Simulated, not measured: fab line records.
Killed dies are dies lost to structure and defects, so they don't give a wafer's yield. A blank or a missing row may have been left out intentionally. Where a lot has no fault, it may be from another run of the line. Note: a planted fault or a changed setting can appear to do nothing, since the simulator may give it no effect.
fab line records | flow nandHarc
[record] lots = 6 wafers = 18 lastDay = 23
route steps=1159 shown P_M1@306 P_M2@318 END@1159
lots that met no fault: from a run of the same line without faults
startH: start of the lot's first displayed wafer, in hours after the record's first day | waitH: hours since the lot's step before | " the same as in the row above | L1.1+2: one row covering several wafers at once | - no value, or no start given | * or withheld: withheld | < > ~ a bound
route shown NAME@n: a module of which the file shows steps, and the number in the route of the first | usual: mean/standard deviation taken from wafers without a fault | same: alike in all rows | chamber/n: place in a boat | sites: each site's reading | _std_site: the standard deviation of these | _edge_site: the outer-site mean with the inner-site mean subtracted | radiusMm: for every site, how far away it sits from the centre of the wafer | mask NAME#n: copy n | behind: the tool/chamber that last shaped the wafer | hold: reason for holding the lot/hours on hold/outcome of the hold | device: the transistor (n, p or np) that didn't switch | end of line: the tests these same wafers got at the end of their route | step lacking rows: just its recipe | killed: count of dies lost to structure and defects at first sort (not the wafer's yield) | map: shows each die of a wafer: x if killed, . if not, _ if none is there
set.NAME: the setting the step ran with; set.NAME@STEP: the setting that earlier step ran with | model.NAME: the simulator's own value behind a step, which no gauge read
a table for each step, a row for each wafer; lots at some steps of the route
services: from which hour (startH, from the record's first day; less than 0 if before it) a tool's chamber was out of use, for how many hours, and why
[[steps]]
[step NHARC_P_M1_PRE_CLEAN_30]
[recipe] timeS = 30 tempC = 280 gas = H2/He
[usual] heaterPowerW = 422/48
// columns lot.wafer tool chamber startH waitH heaterPowerW
L924.3 pvdSputter-02 - - - 527
L924.1 " - " " 394
L924.5 " - " " 435
L926.3 pvdSputter-02 - - - 420
L926.1 " - " " 531
L926.6 " - " " 399
L929.4 pvdSputter-03 - - - 412
L929.2 " - " " 390
L929.6 " - " " 376
L927.3 pvdSputter-01 - - - 457
L927.4 " - " " 418
L927.5 " - " " 457
L938.1 pvdSputter-01 - - - 420
L938.3 " - " " 417
L938.6 " - " " 424
L943.3 pvdSputter-02 - - - 404
L943.1 " - " " 408
L943.5 " - " " 523
[step NHARC_P_M1_PVD_20]
[recipe] targetThkA = 50 biasV = 168.6 powerW = 15000 chamberPressurePa = 0.12 timeS = 8.06 substrateTempC = 50 material = TaN
[step NHARC_P_M1_PVD_21]
[recipe] targetThkA = 300 chamberPressurePa = 5 powerW = 5000 substrateTempC = 30 timeS = 20.49 material = Cu
[usual] throttleValvePct = 30.6/1
// columns lot.wafer tool chamber startH waitH throttleValvePct
L924.1 pvdSputter-02 - - - 29.8
L924.3 " - " " 30.1
L924.5 " - " " 31.6
L926.1 pvdSputter-02 - - - 29.9
L926.3 " - " " 28.6
L926.6 " - " " 31.5
L929.2 pvdSputter-03 - - - 30.4
L929.4 " - " " 32.8
L929.6 " - " " 30.1
L927.4 pvdSputter-01 - - - 29.4
L927.3 " - " " 31.3
L927.5 " - " " 29.8
L938.1 pvdSputter-01 - - - 31.2
L938.3 " - " " 31.6
L938.6 " - " " 31.5
L943.1 pvdSputter-02 - - - 30.1
L943.3 " - " " 29.5
L943.5 " - " " 29.9
[step NHARC_P_M1_ECD_22]
[recipe] targetThkA = 4000 bathTempC = 25 material = Cu
[step NHARC_P_M1_ANNEAL_31]
[recipe] tempC = 225 timeS = 90
[usual] wafer_temp_C_max = 226.5/0.56
// columns lot.wafer tool chamber startH waitH wafer_temp_C_max
L924.1 rtpAnneal-02 0 140.72 - 225.3
L924.3 " 0 " " 226.2
L924.5 " 0 " " 225.9
L926.1 rtpAnneal-01 0 152.26 - 227.1
L926.3 " 0 " " 226.9
L926.6 " 0 " " 226.3
L929.2 rtpAnneal-02 0 163.54 0.4 226.5
L929.4 " 0 " " 226.2
L929.6 " 0 " " 226.1
L927.3 rtpAnneal-02 0 169.30 0.3 225.9
L927.4 " 0 " " 226.1
L927.5 " 0 " " 225.9
L938.1 rtpAnneal-02 0 220.33 - 225.6
L938.3 " 0 " " 226.1
L938.6 " 0 " " 226.0
L943.1 rtpAnneal-02 0 241.89 - 226.1
L943.3 " 0 " " 226.2
L943.5 " 0 " " 226.2
[step NHARC_P_M1_CMP_23]
[recipe] tOverpolishS = 20 targetThkNm = 157.82
[step NHARC_P_M1_THK_MEAS_24]
[recipe] thkMeasGauge = xrf
[usual] thkNm = 158.1/1.5
// columns lot.wafer tool chamber startH waitH thkNm
L924.1 filmMetro-02 - 141.39 - 156.3
L924.3 " - " " 157.2
L924.5 " - " " 156.7
L926.1 filmMetro-01 - 152.95 - 156.9
L926.3 " - " " 157.6
L926.6 " - " " 156.9
L929.2 filmMetro-02 - 164.15 - 158.3
L929.4 " - " " 159.7
L929.6 " - " " 158.1
L927.3 filmMetro-01 - 169.86 - 155.6
L927.4 " - " " 159.4
L927.5 " - " " 156.7
L938.1 filmMetro-02 - 220.98 - 158.7
L938.3 " - " " 158.2
L938.6 " - " " 158.9
L943.1 filmMetro-02 - 242.55 - 159.7
L943.3 " - " " 160.4
L943.5 " - " " 157.4
[step NHARC_P_M1_SRD_25]
[step NHARC_P_M1_INSPECT_27]
[usual] rawDefectCount = 332/150
// columns lot.wafer tool chamber startH waitH rawDefectCount
L924.1 defectInspect-01 - 141.58 0.0 253
L924.3 " - " " 236
L924.5 " - " " 487
L926.1 defectInspect-02 - 153.13 0.0 222
L926.3 " - " " 266
L926.6 " - " " 448
L929.2 defectInspect-02 - 164.31 0.0 259
L929.4 " - " " 294
L929.6 " - " " 326
L927.3 defectInspect-02 - 170.02 0.0 185
L927.4 " - " " 187
L927.5 " - " " 280
L938.1 defectInspect-02 - 221.14 0.0 305
L938.3 " - " " 316
L938.6 " - " " 283
L943.1 defectInspect-02 - 242.71 0.0 151
L943.3 " - " " 197
L943.5 " - " " 108
[step NHARC_P_M1_PRE_CLEAN_32]
[recipe] timeS = 12 tempC = 370 rfPowerW = 300 gas = NH3
[usual] heaterPowerW = 645/90
// columns lot.wafer tool chamber startH waitH heaterPowerW
L924.3 pecvd-01 1 141.66 0.1 708
L924.1 " 2 " " 713
L924.5 " 1 " " 727
L926.3 pecvd-03 2 153.19 0.1 576
L926.1 " 1 " " 606
L926.6 " 2 " " 578
L929.2 pecvd-04 0 164.40 0.1 516
L929.6 " 1 " " 677
L929.4 " 0 " " 506
L927.3 pecvd-03 1 170.08 0.1 607
L927.4 " 1 " " 585
L927.5 " 0 " " 795
L938.1 pecvd-03 2 221.21 0.1 576
L938.3 " 1 " " 556
L938.6 " 2 " " 572
L943.3 pecvd-04 1 242.89 0.2 611
L943.1 " 2 " " 612
L943.5 " 0 " " 521
[step NHARC_P_M1_DEP_33]
[recipe] targetThkA = 300 tempC = 370 targetThkNm = 30 pressureTorr = 3 flowSccm = 200 rfW = 450 material = SiCN
[usual] heaterPowerW = 594/82 showerheadVppV = 1343/62
// columns lot.wafer tool chamber startH waitH heaterPowerW showerheadVppV
L924.3 pecvd-01 1 141.77 0.1 659 1367
L924.1 " 2 " " 694 1456
L924.5 " 1 " " 668 1363
L926.3 pecvd-03 2 153.27 0.1 531 1361
L926.1 " 1 " " 584 1335
L926.6 " 2 " " 548 1331
L929.2 pecvd-04 0 164.54 0.1 476 1339
L929.6 " 1 " " 517 1352
L929.4 " 0 " " 488 1378
L927.3 pecvd-03 1 170.16 0.1 560 1338
L927.4 " 1 " " 580 1343
L927.5 " 0 " " 739 1353
L938.1 pecvd-03 2 221.28 0.1 499 1349
L938.3 " 1 " " 559 1331
L938.6 " 2 " " 505 1342
L943.3 pecvd-04 1 243.00 0.1 590 1354
L943.1 " 2 " " 573 1191
L943.5 " 0 " " 462 1362
[step NHARC_P_M2_DEP_00]
[recipe] targetThkA = 1825 targetThkNm = 182.5 tempC = withheld pressureTorr = 5 flowSccm = 200 rfW = 600 material = SiOC
[usual] showerheadVppV = 1551/73
// columns lot.wafer tool chamber startH waitH showerheadVppV
L924.1 pecvd-04 1 142.12 - 1560
L924.3 " 0 " " 1598
L924.5 " 2 " " 1385
L926.1 pecvd-03 1 153.71 - 1548
L926.3 " 2 " " 1548
L926.6 " 0 " " 1569
L929.2 pecvd-03 0 164.87 - 1581
L929.6 " 1 " " 1522
L929.4 " 2 " " 1563
L929.2 pecvd-03 0 165.46 - 1549
L929.6 " 1 " " 1570
L929.4 " 2 " " 1553
L927.3 pecvd-04 1 170.66 - 1562
L927.5 " 0 " " 1537
L927.4 " 1 " " 1563
L938.3 pecvd-04 0 221.70 - 1589
L938.1 " 1 " " 1540
L938.6 " 1 " " 1551
L938.3 pecvd-04 0 222.42 - 1616
L938.1 " 1 " " 1584
L938.6 " 1 " " 1561
L943.3 pecvd-04 2 243.64 - 1376
L943.1 " 0 " " 1555
L943.5 " 0 " " 1571
[step NHARC_P_M2_DEHYDRATE_01]
[recipe] tempC = 150 timeS = 120
[step NHARC_END_SORT_01]
[recipe] tempC = 25
[usual] defectLimitedYield = 95.6/1.6 killedAtArray = 26/10 killedAtOther = 0.8/1.1 killedAtPeriphery = 3.3/2.6 killedDies = 30/11 killedOpen = 3.4/1.8 killedShort = 2.0/1.3 sort_bin_2_pct = 1.4/0.6 sort_bin_3_pct = 0.22/0.19 sort_bin_4_pct = 2.8/1.1 sortNPass = 647/11 sortRimYieldPct = 95.8/3 sortYieldPct = 95.6/1.6
[same] grossDies = 677 sort_bin_5_pct[%] = 0 sort_bin_6_pct[%] = 0 sort_bin_7_pct[%] = 0 sort_bin_8_pct[%] = 0 sortRimNGross = 106.00
// columns lot.wafer tool chamber startH waitH defectLimitedYield[%] killedAtArray killedAtOther killedAtPeriphery killedDies killedOpen killedShort sort_bin_2_pct[%] sort_bin_3_pct[%] sort_bin_4_pct[%] sortNPass sortRimYieldPct[%] sortYieldPct[%]
L924.1 prober-01 0 456.53 2.5 96.8 19 0 3 22 4 7 1.0 0 2.2 655 98.1 96.8
L924.3 prober-01 0 458.09 3.1 97.0 19 0 1 20 5 1 1.2 0.15 1.6 657 99.1 97.0
L924.5 prober-01 0 459.64 3.6 97.6 12 0 4 16 2 3 0.3 0 2.1 661 99.1 97.6
L926.1 prober-02 0 464.75 2.5 96.3 21 1 3 25 3 2 1.3 0 2.4 652 96.2 96.3
L926.3 prober-02 0 466.37 3.1 96.5 20 0 4 24 3 1 0.6 0.15 2.8 653 95.3 96.5
L926.6 prober-02 0 468.79 4.0 95.9 25 0 3 28 5 5 1.0 0.30 2.8 649 96.2 95.9
L929.2 prober-01 0 481.87 2.8 0 16 0 661 677 1 0 97.8 0.15 2.1 0 0 0
L929.4 prober-01 0 483.47 3.4 0 18 2 657 677 4 1 97.8 0 2.2 0 0 0
L929.6 prober-01 0 485.06 4.0 0 17 4 656 677 3 2 96.9 0.15 3.0 0 0 0
L927.3 prober-02 0 500.60 3.1 93.8 36 0 6 42 6 1 1.9 0 4.3 635 94.3 93.8
L927.4 prober-02 0 501.41 3.4 93.9 40 0 1 41 2 1 1.6 0.30 4.1 636 89.6 93.9
L927.5 prober-02 0 502.21 3.7 93.8 39 0 3 42 4 4 1.5 0.59 4.1 635 94.3 93.8
L938.1 prober-02 0 540.54 2.5 0 44 0 633 677 2 1 94.5 0.59 4.9 0 0 0
L938.3 prober-02 0 542.16 3.1 0 37 3 637 677 2 3 96.8 0.44 2.8 0 0 0
L938.6 prober-02 0 544.59 4.0 0 36 2 639 677 3 0 96.9 0 3.1 0 0 0
L943.1 prober-02 0 556.14 2.5 93.9 39 1 1 41 2 1 2.2 0.44 3.4 636 94.3 93.9
L943.3 prober-02 0 557.73 3.1 92.5 46 0 5 51 4 4 2.5 0.30 4.7 626 89.6 92.5
L943.5 prober-02 0 559.31 3.7 93.8 32 2 8 42 6 1 2.2 0 4.0 635 91.5 93.8
// killed by level:class
L924.1 A_CHANNEL_HOLE_D1:chamberFilmFlake=4 A_STAIRCASE:chamberFilmFlake=4 P_M0:geometricParticle:open=2 A_WL_FILL:geometricParticle:short=2 P_M1:geometricParticle:open=1 A_SOURCE_PLATE:geometricParticle:short=1 A_CHANNEL_HOLE_D1:geometricParticle:short=1 A_CHANNEL_FILL_D1:geometricParticle:short=1
L924.3 A_STAIRCASE:chamberFilmFlake=5 A_CHANNEL_HOLE_D1:chamberFilmFlake=4 A_SOURCE_PLATE:geometricParticle:open=2 A_ZERO_WELL:chamberFilmFlake=2 A_SGD_CUT:geometricParticle:open=1 A_WL_FILL:geometricParticle:short=1 A_CONTACT:geometricParticle:open=1 A_M0:geometricParticle:open=1
L924.5 A_WL_FILL:geometricParticle:short=2 A_BLC:chamberFilmFlake=2 P_GATE:chamberFilmFlake=2 A_STAIRCASE:chamberFilmFlake=2 P_CONTACT:geometricParticle:open=1 A_SOURCE_PLATE:geometricParticle:open=1 A_ONON_D1:geometricParticle:short=1 P_ZERO_WELL:chamberFilmFlake=1
L926.1 A_SLIT:chamberFilmFlake=6 A_CONTACT:chamberFilmFlake=5 A_STAIRCASE:chamberFilmFlake=3 A_CHANNEL_HOLE_D1:geometricParticle:open=2 P_M0:geometricParticle:short=1 A_CHANNEL_HOLE_D1:geometricParticle:short=1 A_BLC:geometricParticle:open=1 P_ZERO_WELL:chamberFilmFlake=1
L926.3 A_SLIT:chamberFilmFlake=5 A_STAIRCASE:chamberFilmFlake=5 A_CHANNEL_HOLE_D1:chamberFilmFlake=4 A_CONTACT:geometricParticle:open=2 P_ZERO_WELL:chamberFilmFlake=2 P_M1:chamberFilmFlake=2 A_ONON_D1:geometricParticle:open=1 A_CONTACT:geometricParticle:short=1
L926.6 A_STAIRCASE:chamberFilmFlake=7 A_WL_FILL:geometricParticle:short=4 A_CHANNEL_HOLE_D1:chamberFilmFlake=3 A_SLIT:chamberFilmFlake=3 P_M1:chamberFilmFlake=2 P_M2:geometricParticle:open=1 A_ONON_D1:geometricParticle:open=1 A_CHANNEL_FILL_D1:geometricParticle:short=1
L929.2 P_M2:areaDep=655 A_STAIRCASE:chamberFilmFlake=7 P_M2:chamberFilmFlake=5 A_CHANNEL_HOLE_D1:chamberFilmFlake=5 A_CONTACT:chamberFilmFlake=4 P_CONTACT:geometricParticle:open=1
L929.4 P_M2:areaDep=654 A_STAIRCASE:chamberFilmFlake=5 A_WL_FILL:chamberFilmFlake=3 A_CHANNEL_HOLE_D1:chamberFilmFlake=2 A_CONTACT:chamberFilmFlake=2 THIN_TSV:chamberFilmFlake=2 A_CHANNEL_FILL_D1:geometricParticle:open=1 A_WL_FILL:geometricParticle:short=1
L929.6 P_M2:areaDep=649 A_STAIRCASE:chamberFilmFlake=8 P_M2:chamberFilmFlake=4 THIN_TSV:chamberFilmFlake=4 A_CONTACT:chamberFilmFlake=3 P_GATE:geometricParticle:open=1 P_M0:geometricParticle:open=1 A_SGD_CUT:geometricParticle:short=1
L927.3 A_SLIT:chamberFilmFlake=14 A_CHANNEL_HOLE_D1:chamberFilmFlake=10 A_STAIRCASE:chamberFilmFlake=4 A_CONTACT:chamberFilmFlake=4 P_M0:geometricParticle:open=2 A_CHANNEL_FILL_D1:geometricParticle:open=2 P_CONTACT:geometricParticle:open=1 P_M0:geometricParticle:short=1
L927.4 A_SLIT:chamberFilmFlake=14 A_CHANNEL_HOLE_D1:chamberFilmFlake=11 A_CONTACT:chamberFilmFlake=8 A_CHANNEL_FILL_D1:chamberFilmFlake=2 A_STAIRCASE:chamberFilmFlake=2 A_WL_FILL:geometricParticle:short=1 A_CONTACT:geometricParticle:open=1 A_M0:geometricParticle:open=1
L927.5 A_SLIT:chamberFilmFlake=16 A_CHANNEL_HOLE_D1:chamberFilmFlake=7 A_STAIRCASE:chamberFilmFlake=5 A_CONTACT:chamberFilmFlake=4 A_CHANNEL_FILL_D1:geometricParticle:open=3 P_GATE:geometricParticle:short=1 P_M0:geometricParticle:open=1 P_M0:geometricParticle:short=1
L938.1 P_M2:areaDep=632 A_SLIT:chamberFilmFlake=18 A_CHANNEL_HOLE_D1:chamberFilmFlake=8 A_SGD_CUT:chamberFilmFlake=8 A_STAIRCASE:chamberFilmFlake=4 A_CONTACT:chamberFilmFlake=3 A_ONON_D1:geometricParticle:open=1 A_ONON_D1:geometricParticle:short=1
L938.3 P_M2:areaDep=637 A_SLIT:chamberFilmFlake=18 A_CHANNEL_HOLE_D1:chamberFilmFlake=5 A_SGD_CUT:chamberFilmFlake=5 A_CONTACT:chamberFilmFlake=3 THIN_TSV:chamberFilmFlake=3 A_ONON_D1:geometricParticle:short=2 A_CONTACT:geometricParticle:open=2
L938.6 P_M2:areaDep=638 A_SLIT:chamberFilmFlake=21 A_SGD_CUT:chamberFilmFlake=9 A_CHANNEL_HOLE_D1:chamberFilmFlake=3 A_CONTACT:geometricParticle:open=2 THIN_TSV:chamberFilmFlake=2 P_CONTACT:geometricParticle:open=1 A_STAIRCASE:chamberFilmFlake=1
L943.1 A_SLIT:chamberFilmFlake=21 A_CHANNEL_HOLE_D1:chamberFilmFlake=15 P_M0:geometricParticle:open=1 A_WL_FILL:geometricParticle:open=1 STARTING-WAFER:geometricParticle:short=1 A_CHANNEL_FILL_D1:chamberFilmFlake=1 A_CONTACT:chamberFilmFlake=1
L943.3 A_CHANNEL_HOLE_D1:chamberFilmFlake=16 A_SLIT:chamberFilmFlake=16 A_STAIRCASE:chamberFilmFlake=4 A_WL_FILL:geometricParticle:short=3 P_STI:chamberFilmFlake=3 A_CONTACT:geometricParticle:open=2 A_CONTACT:chamberFilmFlake=2 P_M0:geometricParticle:open=1
L943.5 A_SLIT:chamberFilmFlake=16 A_CHANNEL_HOLE_D1:chamberFilmFlake=10 P_STI:chamberFilmFlake=4 P_M0:geometricParticle:open=3 A_CONTACT:chamberFilmFlake=3 A_SOURCE_PLATE:geometricParticle:open=1 A_CONTACT:geometricParticle:open=1 STARTING-WAFER:geometricParticle:open=1
// map L929.2 (x killed, . not)
____________x____________
_________xxxxxxx_________
_______xxxxxxxxxxx_______
______xxxxxxxxxxxxx______
_____xxxxxxxxxxxxxxx_____
____xxxxxxxxxxxxxxxxx____
____xxxxxxxxxxxxxxxxx____
___xxxxxxxxxxxxxxxxxxx___
___xxxxxxxxxxxxxxxxxxx___
__xxxxxxxxxxxxxxxxxxxxx__
__xxxxxxxxxxxxxxxxxxxxx__
_xxxxxxxxxxxxxxxxxxxxxxx_
_xxxxxxxxxxxxxxxxxxxxxxx_
_xxxxxxxxxxxxxxxxxxxxxxx_
_xxxxxxxxxxxxxxxxxxxxxxx_
_xxxxxxxxxxxxxxxxxxxxxxx_
xxxxxxxxxxxxxxxxxxxxxxxxx
xxxxxxxxxxxxxxxxxxxxxxxxx
xxxxxxxxxxxxxxxxxxxxxxxxx
xxxxxxxxxxxxxxxxxxxxxxxxx
xxxxxxxxxxxxxxxxxxxxxxxxx
_xxxxxxxxxxxxxxxxxxxxxxx_
_xxxxxxxxxxxxxxxxxxxxxxx_
_xxxxxxxxxxxxxxxxxxxxxxx_
_xxxxxxxxxxxxxxxxxxxxxxx_
_xxxxxxxxxxxxxxxxxxxxxxx_
__xxxxxxxxxxxxxxxxxxxxx__
__xxxxxxxxxxxxxxxxxxxxx__
___xxxxxxxxxxxxxxxxxxx___
___xxxxxxxxxxxxxxxxxxx___
____xxxxxxxxxxxxxxxxx____
____xxxxxxxxxxxxxxxxx____
_____xxxxxxxxxxxxxxx_____
______xxxxxxxxxxxxx______
_______xxxxxxxxxxx_______
_________xxxxxxx_________
____________x____________
// map L938.1 (x killed, . not)
____________x____________
_________xxxxxxx_________
_______xxxxxxxxxxx_______
______xxxxxxxxxxxxx______
_____xxxxxxxxxxxxxxx_____
____xxxxxxxxxxxxxxxxx____
____xxxxxxxxxxxxxxxxx____
___xxxxxxxxxxxxxxxxxxx___
___xxxxxxxxxxxxxxxxxxx___
__xxxxxxxxxxxxxxxxxxxxx__
__xxxxxxxxxxxxxxxxxxxxx__
_xxxxxxxxxxxxxxxxxxxxxxx_
_xxxxxxxxxxxxxxxxxxxxxxx_
_xxxxxxxxxxxxxxxxxxxxxxx_
_xxxxxxxxxxxxxxxxxxxxxxx_
_xxxxxxxxxxxxxxxxxxxxxxx_
xxxxxxxxxxxxxxxxxxxxxxxxx
xxxxxxxxxxxxxxxxxxxxxxxxx
xxxxxxxxxxxxxxxxxxxxxxxxx
xxxxxxxxxxxxxxxxxxxxxxxxx
xxxxxxxxxxxxxxxxxxxxxxxxx
_xxxxxxxxxxxxxxxxxxxxxxx_
_xxxxxxxxxxxxxxxxxxxxxxx_
_xxxxxxxxxxxxxxxxxxxxxxx_
_xxxxxxxxxxxxxxxxxxxxxxx_
_xxxxxxxxxxxxxxxxxxxxxxx_
__xxxxxxxxxxxxxxxxxxxxx__
__xxxxxxxxxxxxxxxxxxxxx__
___xxxxxxxxxxxxxxxxxxx___
___xxxxxxxxxxxxxxxxxxx___
____xxxxxxxxxxxxxxxxx____
____xxxxxxxxxxxxxxxxx____
_____xxxxxxxxxxxxxxx_____
______xxxxxxxxxxxxx______
_______xxxxxxxxxxx_______
_________xxxxxxx_________
____________x____________
[[services]]
// columns tool chamber startH hours kind
pecvd-03 0 124.00 - clean
pecvd-03 1 124.00 - clean
pecvd-03 2 124.00 - clean
pvdSputter-02 - 124.20 8.7 repair
pvdSputter-01 - 158.00 10.0 pm
pecvd-04 - 195.12 13.0 pm
pecvd-04 0 195.12 13.0 ventCycle
pecvd-04 1 195.12 13.0 ventCycle
pecvd-04 2 195.12 13.0 ventCycle
pecvd-04 0 208.12 - clean
pecvd-04 1 208.12 - clean
pecvd-04 2 208.12 - clean
pvdSputter-02 - 214.00 10.0 pm
pvdSputter-01 - 214.43 1.0 repair
pvdSputter-03 - 220.80 4.7 repair
pecvd-01 - 237.88 13.0 pm
pecvd-01 0 237.88 13.0 ventCycle
pecvd-01 1 237.88 13.0 ventCycle
pecvd-01 2 237.88 13.0 ventCycle
[[key]]
[firstSign] step = NHARC_P_M2_DEP_00 reading = visit direction = added
[effect] step = NHARC_END_SORT_01 reading = killedAtPeriphery direction = up sigmas = 99+ usual = 3.3 struck = 647.2
[moreKillsBornAt] NHARC_P_M2_DEP_00@pecvd-03 = 1958 NHARC_P_M2_DEP_00@pecvd-04 = 1907
metAt NHARC_P_M2_DEP_00
struckWafers L929.2,L929.4,L929.6,L938.1,L938.3,L938.6
laterRowsLeftOut L929.2,L929.4,L929.6,L938.1,L938.3,L938.6
[fault] kind = repeatedStepWhole tool = pecvd-01,pecvd-03,pecvd-04 chamber = - onsetH = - steps = NHARC_P_M2_DEP_00 times = 1 scope = struckLotsOnly
// laterRowsLeftOut: the simulator's readings of these wafers behind a module that went badly wrong aren't trusted and aren't shown, but for the sort
